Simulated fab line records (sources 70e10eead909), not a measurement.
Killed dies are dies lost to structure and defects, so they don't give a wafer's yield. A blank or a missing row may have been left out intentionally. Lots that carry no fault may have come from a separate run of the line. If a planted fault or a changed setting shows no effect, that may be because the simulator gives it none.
Which tool did it? ; flow nand_harc ; Sampling: 13 lots, 37 wafers, 5 of 1302 route steps

WHAT EACH GAUGE READ, for each wafer
NHARC_END_SORT_01.
lot;measured;on;killed_at_array;killed_at_other;killed_at_periphery;killed_dies;killed_open;killed_short
L680;day 32 17:38;prober-01;670;0;7;677;2;9

WHAT TOOL EACH LOT RAN ON (gives the tool, then ch and the chambers of the sampled wafers, and finally the start)
lot;NHARC_A_SLIT_DEP_00;NHARC_THIN_TSV_PVD_19;NHARC_THIN_TSV_PVD_51;NHARC_THIN_TSV_CMP_21
L664;acl_dep-02 ch 0, day 21 09:50;pvd_sputter-03, day 25 15:28 or earlier;pvd_sputter-03, day 25 15:28 or earlier;cmp-04 ch 1,2, day 25 15:28
L669;acl_dep-02 ch 0, day 23 14:32;pvd_sputter-03, day 28 02:25 or earlier;pvd_sputter-03, day 28 02:25 or earlier;cmp-04 ch 1,2,3, day 28 02:25
L668;acl_dep-01 ch 0, day 23 14:44;pvd_sputter-03, day 28 12:14 or earlier;pvd_sputter-03, day 28 12:14 or earlier;cmp-02 ch 0,2, day 28 12:14
L665;acl_dep-03 ch 0, day 23 17:31;pvd_sputter-02, day 28 13:44 or earlier;pvd_sputter-02, day 28 13:44 or earlier;cmp-02 ch 2,3, day 28 13:44
L671;acl_dep-03 ch 0, day 24 08:24;pvd_sputter-03, day 29 01:59 or earlier;pvd_sputter-03, day 29 01:59 or earlier;cmp-02 ch 0,3, day 29 01:59
L670;acl_dep-03 ch 0, day 24 10:56;pvd_sputter-03, day 30 05:59 or earlier;pvd_sputter-03, day 30 05:59 or earlier;cmp-01 ch 0,1,3, day 30 05:59
L666;acl_dep-02 ch 0, day 25 05:02;pvd_sputter-01, day 30 10:49 or earlier;pvd_sputter-01, day 30 10:49 or earlier;cmp-04 ch 0,1, day 30 10:49
L672;acl_dep-01 ch 0, day 25 06:34;pvd_sputter-03, day 30 05:28 or earlier;pvd_sputter-03, day 30 05:28 or earlier;cmp-01 ch 2,3, day 30 05:28
L675;acl_dep-01 ch 0, day 25 10:22;pvd_sputter-01, day 30 17:38 or earlier;pvd_sputter-01, day 30 17:38 or earlier;cmp-04 ch 0,3, day 30 17:38
L674;acl_dep-01 ch 0, day 25 12:54;pvd_sputter-02, day 30 17:32 or earlier;pvd_sputter-02, day 30 17:32 or earlier;cmp-01 ch 0,2, day 30 17:32
L680;acl_dep-01 ch 0, day 27 17:59;-;-;-
L683;acl_dep-02 ch 0, day 29 09:12;pvd_sputter-01, day 33 13:16 or earlier;pvd_sputter-01, day 33 13:16 or earlier;cmp-01 ch 1,2, day 33 13:16
L684;acl_dep-02 ch 0, day 30 18:42;pvd_sputter-03, day 35 07:46 or earlier;pvd_sputter-03, day 35 07:46 or earlier;cmp-04 ch 1,2,3, day 35 07:46
- NHARC_A_SLIT_DEP_00: deposits aC, target thk 6200 nm.
- NHARC_THIN_TSV_PVD_19: deposits TaN, target thk 20 nm.
- NHARC_THIN_TSV_PVD_51: deposits Cu, target thk 100 nm.
- NHARC_THIN_TSV_CMP_21: polishes, t overpolish 30 s, target thk 2000 nm.

WHAT THE TOOLS THEMSELVES READ (means of the sampled wafers that have a number; where no wafer has one, the mark that the record gives instead)
NHARC_A_SLIT_DEP_00.
lot;tool;throttle_valve_pct (%)
L664;acl_dep-02;34.995
L669;acl_dep-02;35.003
L668;acl_dep-01;35.005
L665;acl_dep-03;35.001
L671;acl_dep-03;34.996
L670;acl_dep-03;35.002
L666;acl_dep-02;34.994
L672;acl_dep-01;35.001
L675;acl_dep-01;34.995
L674;acl_dep-01;34.996
L680;acl_dep-01;35.001
L683;acl_dep-02;35.002
L684;acl_dep-02;34.998

NHARC_THIN_TSV_PVD_19.
lot;tool;throttle_valve_pct (%)
L664;pvd_sputter-03;28.5
L669;pvd_sputter-03;29.7
L668;pvd_sputter-03;29.2
L665;pvd_sputter-02;30.5
L671;pvd_sputter-03;29.3
L670;pvd_sputter-03;29.7
L666;pvd_sputter-01;29.0
L672;pvd_sputter-03;29.5
L675;pvd_sputter-01;29.4
L674;pvd_sputter-02;30.9
L683;pvd_sputter-01;28.4
L684;pvd_sputter-03;28.9

NHARC_THIN_TSV_PVD_51.
lot;tool;throttle_valve_pct (%)
L664;pvd_sputter-03;29.2
L669;pvd_sputter-03;29.1
L668;pvd_sputter-03;30.2
L665;pvd_sputter-02;30.8
L671;pvd_sputter-03;29.3
L670;pvd_sputter-03;30.3
L666;pvd_sputter-01;30.7
L672;pvd_sputter-03;30.2
L675;pvd_sputter-01;28.1
L674;pvd_sputter-02;30.3
L683;pvd_sputter-01;29.8
L684;pvd_sputter-03;30.0

NHARC_THIN_TSV_CMP_21.
lot;tool;motor_current_A (A);overpolish_run_s (s)
L664;cmp-04;11.9;30.006
L669;cmp-04;12.0;30.009
L668;cmp-02;11.3;29.998
L665;cmp-02;13.3;29.997
L671;cmp-02;11.3;30.004
L670;cmp-01;12.5;30.000
L666;cmp-04;11.0;30.009
L672;cmp-01;14.6;30.002
L675;cmp-04;12.6;30.003
L674;cmp-01;12.7;30.004
L683;cmp-01;13.6;30.000
L684;cmp-04;12.4;30.000

THE ANSWER, worked out from the rows above alone
Rule: what is usual is taken from the lots themselves. Put in order of their means at a reading, lots are off if they are a third of the lots or fewer, leave a main group of 4 or more, and stand apart from it by a gap of 3 or more times the standard deviation of the main group's means; of several such gaps the widest counts. A main group whose means are all the same, to the digits that the tables above print for the reading, isn't used. Also off: a lot with no number at a reading for which 4 or more lots have one. Any other lot the step has rows for is counted as sound. The gauges are gone through in route order, then the tools' own readings, and for those a lot's mean is taken as printed above. At the first step where some lot is off, the reading lying furthest off is the one used; lots without a number count as furthest.
No lot is off at any reading shown: from this, nothing can be told.

WHAT WAS PUT IN BY THE SIMULATOR
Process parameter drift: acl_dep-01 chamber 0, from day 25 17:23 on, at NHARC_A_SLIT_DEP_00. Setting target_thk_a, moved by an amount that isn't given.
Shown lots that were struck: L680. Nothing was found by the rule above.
